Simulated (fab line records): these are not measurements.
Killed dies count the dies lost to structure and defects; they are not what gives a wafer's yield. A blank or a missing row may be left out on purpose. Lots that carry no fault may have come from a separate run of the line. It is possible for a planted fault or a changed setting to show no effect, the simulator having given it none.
fab line records	flow nand_harc	part 1 of 2: steps 1 to 23 of 29
record: lots: 5	wafers: 15	last_day: 33
route steps=1302 shown A_STAIRCASE@649
lots that met no fault: taken from a fault-free run of the same line
start_h: hours from the record's opening day to when the first of the lot's shown wafers began	wait_h: how many hours have passed since the lot's step before this one	" the same as in the row above	L1.1+2: a row that stands for several wafers	- value missing, or start not given	* or withheld: withheld	< > ~ a bound
route shown NAME@n: names a module that has steps shown in the file, with the first one's number in the route	usual: mean and standard deviation over wafers with no fault	same: alike in all rows	chamber/n: place in a boat	sites: each site's reading	_std_site: the values' standard deviation	_edge_site: inner sites' mean taken away from outer sites' mean	radius_mm: how far each site lies from the wafer's centre	mask NAME#n: copy n	behind: tool/chamber where the wafer was last shaped	hold: why the lot went on hold/how many hours it stayed there/how the hold came to an end	device: the n, p or np transistor that did not switch	end of line: at the end of the route, the tests of the same wafers	a step without rows: its recipe alone	killed: count of dies lost to structure and defects at first sort (not the wafer's yield)	map: the dies of a wafer, with x for killed, . for not killed, _ for no die there
set.NAME: the setting as run; set.NAME@STEP: as run at that earlier step	model.NAME: the simulator's own value behind a step, which no gauge read
lots at selected steps of the route; one table per step, one row per wafer
services: from which hour (start_h, from the record's first day; less than 0 if before it) a tool's chamber was out of use, for how many hours, and why
== steps ==
step: NHARC_A_STAIRCASE_HARDBAKE_167
recipe: temp_c: 120	time_s: 140
same: time_s: 140
lot.wafer	tool	chamber	start_h	wait_h
L077.2+4+6	litho_track-02	0	386.23	-
L079.1+5+6	litho_track-07	0	403.78	-
L089.2+3+6	litho_track-07	0	502.92	-
L091.1+4+5	litho_track-02	0	523.27	-
L096.2+3+5	litho_track-05	0	570.98	-
step: NHARC_A_STAIRCASE_DESCUM_168
recipe: time_s: 3	o2_flow_sccm: 200	ar_flow_sccm: 0	bias_power_w: 0	chemistry: O2
usual: drypump_motor_current_A: 6.11/0.28	oes_product_au: 1.000/0.0089	rf_vpp_V: 57.8/0.99	showerhead_plenum_p_Torr: 1.92/0.1	throttle_valve_pct: 11.311/0.0088
same: time_s: 3
lot.wafer	tool	chamber	start_h	wait_h	drypump_motor_current_A	oes_product_au	rf_hours_counter_h	rf_vpp_V	showerhead_plenum_p_Torr	throttle_valve_pct
L077.4	rie_diel-09	2	386.33	-	6.29	0.992	18	58.3	1.82	11.313
L077.2	"	0	"	"	6.39	1.001	18	57.0	1.81	11.307
L077.6	"	2	"	"	6.31	1.002	-	59.2	1.82	11.305
L079.1	rie_diel-09	2	403.89	-	6.28	0.999	26	58.0	1.82	11.315
L079.5	"	0	"	"	6.38	1.003	-	58.0	1.81	11.291
L079.6	"	1	"	"	5.54	0.985	-	57.6	2.03	11.327
L089.2	rie_diel-05	1	503.11	-	6.04	0.993	30	57.1	1.85	11.311
L089.3	"	2	"	"	6.13	1.004	32	58.0	1.82	11.319
L089.6	"	3	"	"	6.38	0.990	-	58.2	2.07	11.315
L091.1	rie_diel-05	2	523.38	-	6.13	0.999	38	57.2	1.82	11.312
L091.4	"	3	"	"	6.39	0.999	39	58.7	2.06	11.296
L091.5	"	2	"	"	6.12	0.993	-	56.2	1.82	11.302
L096.3	rie_diel-08	1	571.07	-	5.89	1.013	3	59.5	2.04	11.306
L096.2	"	2	"	"	6.32	1.002	3	59.1	2.06	11.313
L096.5	"	2	"	"	6.33	1.005	-	57.9	2.06	11.306
step: NHARC_A_STAIRCASE_ETCH_169
recipe: target_depth_a: 500	time_s: 107.1	ion_energy_ev: 120	ch3f_flow_sccm: 50	o2_flow_sccm: 30	ar_flow_sccm: 200	rf_w: 500	bias_w: 100	chemistry: CH3F/O2
usual: drypump_motor_current_A: 6.13/0.27	oes_product_au: 0.958/0.017	rf_vpp_V: 244.3/1.8	showerhead_plenum_p_Torr: 2.46/0.13	throttle_valve_pct: 20.664/0.0087
same: time_s: 107.1
lot.wafer	tool	chamber	start_h	wait_h	drypump_motor_current_A	oes_product_au	rf_hours_counter_h	rf_vpp_V	showerhead_plenum_p_Torr	throttle_valve_pct
L077.4	rie_diel-09	1	386.44	0.1	5.54	0.929	17	245.9	2.60	20.646
L077.2	"	3	"	"	6.00	0.978	20	245.6	2.56	20.669
L077.6	"	1	"	"	5.54	0.932	-	247.4	2.60	20.668
L079.1	rie_diel-09	3	403.95	0.1	6.00	0.945	25	245.9	2.55	20.661
L079.5	"	3	"	"	6.00	0.943	-	245.6	2.55	20.655
L079.6	"	0	"	"	6.43	0.932	-	242.1	2.33	20.663
L089.2	rie_diel-05	0	503.26	0.1	5.84	0.952	19	242.1	2.41	20.669
L089.3	"	2	"	"	6.12	0.934	32	243.1	2.34	20.666
L089.6	"	1	"	"	6.10	0.937	-	243.6	2.38	20.655
L091.1	rie_diel-05	1	523.47	0.1	6.05	0.948	38	242.9	2.38	20.664
L091.4	"	2	"	"	6.14	0.963	38	242.6	2.34	20.659
L091.5	"	0	"	"	5.83	0.978	-	242.9	2.40	20.651
L096.2	rie_diel-08	0	571.16	0.1	6.39	0.989	4	245.4	2.46	20.667
L096.3	"	1	"	"	5.94	0.974	3	247.1	2.61	20.661
L096.5	"	3	"	"	6.30	0.988	-	242.9	2.35	20.667
step: NHARC_A_STAIRCASE_ETCH_170
recipe: target_depth_a: 2000	time_s: 66.667	ion_energy_ev: 250	c4f6_flow_sccm: 25	o2_flow_sccm: 20	ar_flow_sccm: 500	rf_w: 600	bias_w: 500	chemistry: C4F6/O2
usual: drypump_motor_current_A: 6.14/0.27	oes_product_au: 0.974/0.013	rf_vpp_V: 547/4	showerhead_plenum_p_Torr: 3.93/0.19	throttle_valve_pct: 26.904/0.0088
same: time_s: 66.667
lot.wafer	tool	chamber	start_h	wait_h	drypump_motor_current_A	oes_product_au	rf_hours_counter_h	rf_vpp_V	showerhead_plenum_p_Torr	throttle_valve_pct
L077.2	rie_diel-09	0	-	-	6.45	0.970	19	544	3.74	26.899
L077.4	"	1	"	"	5.55	0.967	17	551	4.14	26.894
L077.6	"	0	"	"	6.46	0.975	-	542	3.73	26.904
L079.1	rie_diel-09	1	-	-	5.56	0.941	25	551	4.14	26.905
L079.5	"	1	"	"	5.57	0.945	-	550	4.14	26.907
L079.6	"	2	"	"	6.34	0.942	-	544	3.75	26.914
L089.2	rie_diel-05	3	-	-	6.42	0.965	31	553	4.21	26.934
L089.3	"	1	"	"	6.08	0.979	30	543	3.81	26.898
L089.6	"	0	"	"	5.89	0.995	-	544	3.85	26.904
L091.1	rie_diel-05	3	-	-	6.40	0.987	39	550	4.20	26.911
L091.4	"	0	"	"	5.87	0.997	29	544	3.84	26.907
L091.5	"	2	"	"	6.13	0.982	-	543	3.74	26.907
L096.3	rie_diel-08	2	-	-	6.33	0.969	3	552	4.19	26.906
L096.2	"	0	"	"	6.44	0.985	4	546	3.92	26.919
L096.5	"	2	"	"	6.34	0.969	-	552	4.19	26.906
step: NHARC_A_STAIRCASE_STRIP_171
recipe: power_w: 1500	temp_c: 250	chemistry: O2
usual: drypump_motor_current_A: 6.1/0.61	heater_power_w: 351/34
lot.wafer	tool	chamber	start_h	wait_h	drypump_motor_current_A	heater_power_w	rf_hours_counter_h
L077.2	plasma_asher-01	1	386.72	-	6.4	371	6
L077.4	"	1	"	"	6.4	375	-
L077.6	"	1	"	"	6.4	367	-
L079.1	plasma_asher-01	1	404.18	-	6.4	370	10
L079.6	"	1	"	"	6.4	371	-
L079.5	"	0	"	"	6.6	395	-
L089.2	plasma_asher-02	1	503.73	-	6.3	299	14
L089.3	"	0	"	"	5.1	355	-
L089.6	"	0	"	"	5.1	352	-
L091.1	plasma_asher-02	0	523.94	-	5.1	349	20
L091.4	"	1	"	"	6.3	299	-
L091.5	"	1	"	"	6.3	299	-
L096.2	plasma_asher-01	0	571.39	-	6.7	374	8
L096.3	"	1	"	"	6.4	397	-
L096.5	"	0	"	"	6.7	373	-
step: NHARC_A_STAIRCASE_STRIP_172
recipe: time_s: 900	temp_c: 130	chemistry: SPM
same: time_s: 900
lot.wafer	tool	chamber	start_h	wait_h
L077.4+6+2	wet_bench-04	3,5,6	387.03	0.2
L079.6+1+5	wet_bench-06	7,0,2	404.53	0.1
L089.6+3+2	wet_bench-07	4,6,7	504.04	0.1
L091.4+5+1	wet_bench-04	6,7,1	524.29	0.2
L096.3+5+2	wet_bench-07	3,5,6	571.73	0.2
step: NHARC_A_STAIRCASE_PRECLEAN_173
recipe: time_s: *	temp_c: 50	bath_age_min: 0	chemistry: SC1
same: time_s: *
lot.wafer	tool	chamber	start_h	wait_h
L077.4+6+2	wet_bench-04	3,5,6	-	-
L079.6+1+5	wet_bench-06	7,0,2	-	-
L089.6+3+2	wet_bench-07	4,6,7	-	-
L091.4+5+1	wet_bench-04	6,7,1	-	-
L096.3+5+2	wet_bench-07	3,5,6	-	-
step: NHARC_A_STAIRCASE_SRD_174
lot.wafer	tool	chamber	start_h	wait_h
L077.4+6+2	wet_bench-04	3,5,6	-	-
L079.6+1+5	wet_bench-06	7,0,2	-	-
L089.6+3+2	wet_bench-07	4,6,7	-	-
L091.4+5+1	wet_bench-04	6,7,1	-	-
L096.3+5+2	wet_bench-07	3,5,6	-	-
step: NHARC_A_STAIRCASE_DEHYDRATE_01
recipe: temp_c: 150	time_s: 120
same: time_s: 120
lot.wafer	tool	chamber	start_h	wait_h
L077.2+4+6	litho_track-07	0	387.47	-
L079.1+5+6	litho_track-05	0	405.00	-
L089.2+3+6	litho_track-02	0	504.49	-
L091.1+4+5	litho_track-05	0	524.74	-
L096.2+3+5	litho_track-07	0	572.18	-
step: NHARC_A_STAIRCASE_HMDS_02
recipe: time_s: 30
same: time_s: 30
lot.wafer	tool	chamber	start_h	wait_h
L077.2+4+6	litho_track-07	0	-	-
L079.1+5+6	litho_track-05	0	-	-
L089.2+3+6	litho_track-02	0	-	-
L091.1+4+5	litho_track-05	0	-	-
L096.2+3+5	litho_track-07	0	-	-
step: NHARC_A_STAIRCASE_COAT_03
recipe: spin_rpm: 1200
lot.wafer	tool	chamber	start_h	wait_h
L077.2+4+6	litho_track-07	0	-	-
L079.1+5+6	litho_track-05	0	-	-
L089.2+3+6	litho_track-02	0	-	-
L091.1+4+5	litho_track-05	0	-	-
L096.2+3+5	litho_track-07	0	-	-
step: NHARC_A_STAIRCASE_SOFTBAKE_04
recipe: temp_c: 135	time_s: 170
same: time_s: 170
lot.wafer	tool	chamber	start_h	wait_h
L077.2+4+6	litho_track-07	0	-	-
L079.1+5+6	litho_track-05	0	-	-
L089.2+3+6	litho_track-02	0	-	-
L091.1+4+5	litho_track-05	0	-	-
L096.2+3+5	litho_track-07	0	-	-
step: NHARC_A_STAIRCASE_EBR_05
lot.wafer	tool	chamber	start_h	wait_h
L077.2+4+6	litho_track-07	0	-	-
L079.1+5+6	litho_track-05	0	-	-
L089.2+3+6	litho_track-02	0	-	-
L091.1+4+5	litho_track-05	0	-	-
L096.2+3+5	litho_track-07	0	-	-
step: NHARC_A_STAIRCASE_EXPOSE_06
recipe: na: 0.5	dose_mj: 25.43	mask_id: STAIR
usual: focus_offset_nm: 0.1/0.53
lot.wafer	tool	chamber	start_h	wait_h	mask	focus_offset_nm
L077.2	krf_scanner-03	0	387.69	-	STAIR#0	-0.5
L077.4	"	0	"	"	STAIR#0	0.0
L077.6	"	0	"	"	STAIR#0	0.0
L079.1	krf_scanner-01	0	405.33	-	STAIR#0	-1.1
L079.5	"	0	"	"	STAIR#0	-0.5
L079.6	"	0	"	"	STAIR#0	-1.1
L089.2	krf_scanner-01	0	504.83	-	STAIR#0	0.2
L089.3	"	0	"	"	STAIR#0	1.5
L089.6	"	0	"	"	STAIR#0	0.4
L091.1	krf_scanner-01	0	525.07	-	STAIR#0	0.7
L091.4	"	0	"	"	STAIR#0	0.3
L091.5	"	0	"	"	STAIR#0	0.4
L096.2	krf_scanner-03	0	572.52	-	STAIR#0	0.3
L096.3	"	0	"	"	STAIR#0	-0.1
L096.5	"	0	"	"	STAIR#0	0.2
step: NHARC_A_STAIRCASE_PEB_07
recipe: peb_temp_c: 115	peb_time_s: 130
lot.wafer	tool	chamber	start_h	wait_h
L077.2+4+6	litho_track-02	0	387.75	0.1
L079.1+5+6	litho_track-05	0	405.39	0.1
L089.2+3+6	litho_track-05	0	504.89	0.1
L091.1+4+5	litho_track-07	0	525.14	0.1
L096.2+3+5	litho_track-02	0	572.58	0.1
step: NHARC_A_STAIRCASE_DEVELOP_08
recipe: time_s: 140
same: time_s: 140
lot.wafer	tool	chamber	start_h	wait_h
L077.2+4+6	litho_track-02	0	-	-
L079.1+5+6	litho_track-05	0	-	-
L089.2+3+6	litho_track-05	0	-	-
L091.1+4+5	litho_track-07	0	-	-
L096.2+3+5	litho_track-02	0	-	-
step: NHARC_A_STAIRCASE_HARDBAKE_10
recipe: temp_c: 120	time_s: 140
same: time_s: 140
lot.wafer	tool	chamber	start_h	wait_h
L077.2+4+6	litho_track-05	0	387.97	-
L079.1+5+6	litho_track-05	0	405.62	-
L089.2+3+6	litho_track-02	0	505.11	-
L091.1+4+5	litho_track-02	0	525.36	-
L096.2+3+5	litho_track-07	0	572.80	-
step: NHARC_A_STAIRCASE_DESCUM_11
recipe: time_s: 3	o2_flow_sccm: 200	ar_flow_sccm: 0	bias_power_w: 0	chemistry: O2
usual: drypump_motor_current_A: 6.17/0.25	oes_product_au: 1.000/0.0087	rf_vpp_V: 57.9/0.95	showerhead_plenum_p_Torr: 1.93/0.1	throttle_valve_pct: 11.311/0.009
same: time_s: 3
lot.wafer	tool	chamber	start_h	wait_h	drypump_motor_current_A	oes_product_au	rf_hours_counter_h	rf_vpp_V	showerhead_plenum_p_Torr	throttle_valve_pct
L077.4	rie_diel-08	0	388.06	-	6.44	0.998	1	58.4	1.93	11.310
L077.2	"	3	"	"	6.28	0.999	1	57.6	1.84	11.302
L077.6	"	0	"	"	6.42	0.998	-	58.1	1.93	11.318
L079.1	rie_diel-09	1	405.73	-	5.55	0.997	25	58.3	2.03	11.329
L079.5	"	3	"	"	5.99	1.008	-	58.7	1.99	11.307
L079.6	"	0	"	"	6.44	1.002	-	59.1	1.81	11.319
L089.3	rie_diel-08	1	505.24	-	5.92	1.007	41	56.6	2.04	11.310
L089.2	"	3	"	"	6.29	1.007	37	57.5	1.83	11.313
L089.6	"	0	"	"	6.45	1.012	-	55.7	1.92	11.316
L091.4	rie_diel-05	0	525.46	-	5.84	1.005	31	57.7	1.87	11.312
L091.1	"	1	"	"	6.07	0.998	39	57.4	1.85	11.304
L091.5	"	1	"	"	6.07	0.980	-	57.0	1.85	11.304
L096.2	rie_diel-08	2	572.91	-	6.32	1.014	3	58.3	2.06	11.317
L096.3	"	3	"	"	6.30	1.005	4	56.6	1.82	11.303
L096.5	"	0	"	"	6.40	0.988	-	57.5	1.91	11.309
step: NHARC_A_STAIRCASE_TRIM_12
recipe: time_s: 211.2	o2_flow_sccm: 500	ar_flow_sccm: 0	bias_w: 0	chemistry: O2
usual: drypump_motor_current_A: 6.17/0.23	oes_product_au: 0.999/0.0084	rf_vpp_V: 57.8/0.9	showerhead_plenum_p_Torr: 3.55/0.17	throttle_valve_pct: 17.036/0.0091
same: time_s: 211.2
lot.wafer	tool	chamber	start_h	wait_h	drypump_motor_current_A	oes_product_au	rf_hours_counter_h	rf_vpp_V	showerhead_plenum_p_Torr	throttle_valve_pct
L077.2	rie_diel-08	1	388.14	0.1	5.92	1.009	1	57.2	3.77	17.034
L077.4	"	0	"	"	6.42	0.993	1	58.5	3.56	17.035
L077.6	"	2	"	"	6.30	1.013	-	58.5	3.81	17.022
L079.1	rie_diel-09	3	405.80	0.1	6.00	1.001	26	58.9	3.66	17.039
L079.6	"	3	"	"	5.98	1.001	-	59.2	3.66	17.044
L079.5	"	0	"	"	6.39	1.007	-	57.4	3.35	17.041
L089.3	rie_diel-08	0	505.34	0.1	6.48	1.006	46	57.8	3.54	17.035
L089.2	"	2	"	"	6.32	0.997	42	58.6	3.78	17.041
L089.6	"	3	"	"	6.28	1.000	-	56.5	3.38	17.025
L091.4	rie_diel-05	0	525.56	0.1	5.83	0.999	31	58.4	3.45	17.050
L091.1	"	3	"	"	6.41	0.994	41	58.8	3.78	17.035
L091.5	"	1	"	"	6.09	0.984	-	58.8	3.42	17.043
L096.2	rie_diel-08	2	572.99	0.1	6.35	1.002	3	57.5	3.78	17.040
L096.3	"	3	"	"	6.29	1.006	4	59.4	3.37	17.037
L096.5	"	3	"	"	6.30	1.004	-	57.4	3.37	17.037
step: NHARC_A_STAIRCASE_ETCH_13
recipe: target_depth_a: 1000	time_s: 40.5	ion_energy_ev: 400	c4f8_flow_sccm: 20	o2_flow_sccm: 10	ar_flow_sccm: withheld	rf_w: 600	bias_w: 1000	chemistry: C4F8/O2
usual: oes_product_au: 0.941/0.014	rf_vpp_V: 897/6.4
same: time_s: 40.5
lot.wafer	tool	chamber	start_h	wait_h	oes_product_au	rf_hours_counter_h	rf_vpp_V
L077.4	rie_diel-08	1	-	-	0.941	1	904
L077.2	"	2	"	"	0.961	1	906
L077.6	"	0	"	"	0.954	-	897
L079.1	rie_diel-09	0	-	-	0.948	24	890
L079.5	"	1	"	"	0.946	-	902
L079.6	"	2	"	"	0.963	-	890
L089.3	rie_diel-08	0	-	-	0.930	46	898
L089.2	"	1	"	"	0.931	41	904
L089.6	"	3	"	"	0.926	-	889
L091.1	rie_diel-05	0	-	-	0.935	31	895
L091.4	"	1	"	"	0.920	39	892
L091.5	"	3	"	"	0.930	-	903
L096.3	rie_diel-08	1	-	-	0.944	3	904
L096.2	"	3	"	"	0.931	4	890
L096.5	"	1	"	"	0.934	-	904
step: NHARC_A_STAIRCASE_TRIM_14
recipe: time_s: 211.2	o2_flow_sccm: 500	ar_flow_sccm: 0	bias_w: 0	chemistry: O2
usual: drypump_motor_current_A: 6.19/0.24	oes_product_au: 0.999/0.0092	rf_vpp_V: 57.7/0.9	showerhead_plenum_p_Torr: 3.55/0.17	throttle_valve_pct: 17.036/0.0093
same: time_s: 211.2
lot.wafer	tool	chamber	start_h	wait_h	drypump_motor_current_A	oes_product_au	rf_hours_counter_h	rf_vpp_V	showerhead_plenum_p_Torr	throttle_valve_pct
L077.4	rie_diel-08	3	-	-	6.26	1.001	1	56.2	3.40	17.026
L077.2	"	1	"	"	5.95	1.009	1	59.5	3.77	17.035
L077.6	"	0	"	"	6.42	1.005	-	58.6	3.56	17.039
L079.1	rie_diel-09	1	-	-	5.56	0.995	25	57.6	3.73	17.022
L079.5	"	3	"	"	6.01	1.014	-	59.4	3.66	17.029
L079.6	"	0	"	"	6.45	1.005	-	58.3	3.35	17.030
L089.3	rie_diel-08	2	-	-	6.34	1.002	42	57.6	3.78	17.047
L089.2	"	0	"	"	6.44	0.994	46	58.6	3.54	17.046
L089.6	"	3	"	"	6.30	0.997	-	56.6	3.38	17.036
L091.4	rie_diel-05	0	-	-	5.88	1.001	31	58.2	3.45	17.034
L091.1	"	2	"	"	6.11	0.996	40	56.4	3.36	17.038
L091.5	"	3	"	"	6.42	0.998	-	57.4	3.78	17.044
L096.2	rie_diel-08	1	-	-	5.94	1.014	4	57.7	3.74	17.036
L096.3	"	3	"	"	6.29	1.009	4	56.8	3.37	17.037
L096.5	"	1	"	"	5.94	1.016	-	57.4	3.74	17.044
step: NHARC_A_STAIRCASE_ETCH_15
recipe: target_depth_a: 1000	time_s: 40.5	ion_energy_ev: 400	c4f8_flow_sccm: 20	o2_flow_sccm: 10	ar_flow_sccm: withheld	rf_w: 600	bias_w: 1000	chemistry: C4F8/O2
usual: oes_product_au: 0.941/0.011	rf_vpp_V: 897/6.3
same: time_s: 40.5
lot.wafer	tool	chamber	start_h	wait_h	oes_product_au	rf_hours_counter_h	rf_vpp_V
L077.2	rie_diel-08	1	-	-	0.959	1	905
L077.4	"	2	"	"	0.954	1	907
L077.6	"	1	"	"	0.953	-	905
L079.1	rie_diel-09	3	-	-	0.953	26	900
L079.5	"	0	"	"	0.952	-	890
L079.6	"	1	"	"	0.956	-	902
L089.2	rie_diel-08	2	-	-	0.924	42	905
L089.3	"	3	"	"	0.932	38	891
L089.6	"	1	"	"	0.933	-	904
L091.4	rie_diel-05	1	-	-	0.939	39	892
L091.1	"	0	"	"	0.928	31	893
L091.5	"	1	"	"	0.939	-	891
L096.2	rie_diel-08	3	-	-	0.948	5	890
L096.3	"	1	"	"	0.954	4	903
L096.5	"	2	"	"	0.940	-	903
step: NHARC_A_STAIRCASE_TRIM_16
recipe: time_s: 211.2	o2_flow_sccm: 500	ar_flow_sccm: 0	bias_w: 0	chemistry: O2
usual: drypump_motor_current_A: 6.17/0.25	oes_product_au: 1.000/0.0091	rf_vpp_V: 57.9/0.85	showerhead_plenum_p_Torr: 3.56/0.17	throttle_valve_pct: 17.036/0.0082
same: time_s: 211.2
lot.wafer	tool	chamber	start_h	wait_h	drypump_motor_current_A	oes_product_au	rf_hours_counter_h	rf_vpp_V	showerhead_plenum_p_Torr	throttle_valve_pct
L077.4	rie_diel-08	1	-	-	5.93	1.008	1	58.4	3.77	17.040
L077.2	"	2	"	"	6.31	0.994	1	58.4	3.81	17.031
L077.6	"	1	"	"	5.94	1.012	-	59.7	3.77	17.022
L079.1	rie_diel-09	0	-	-	6.43	0.996	24	57.3	3.35	17.031
L079.6	"	2	"	"	6.31	1.001	-	58.2	3.37	17.030
L079.5	"	3	"	"	6.04	1.013	-	56.3	3.66	17.018
L089.3	rie_diel-08	2	-	-	6.32	0.999	42	58.7	3.78	17.044
L089.2	"	3	"	"	6.31	0.998	38	56.8	3.38	17.031
L089.6	"	2	"	"	6.33	0.993	-	58.4	3.78	17.023
L091.1	rie_diel-05	1	-	-	6.07	0.985	40	57.5	3.42	17.042
L091.4	"	3	"	"	6.42	0.992	41	57.8	3.78	17.035
L091.5	"	2	"	"	6.14	1.001	-	55.3	3.36	17.038
L096.2	rie_diel-08	2	-	-	6.32	1.000	4	58.1	3.78	17.055
L096.3	"	3	"	"	6.27	1.005	5	57.5	3.37	17.039
L096.5	"	0	"	"	6.42	0.995	-	58.6	3.53	17.027
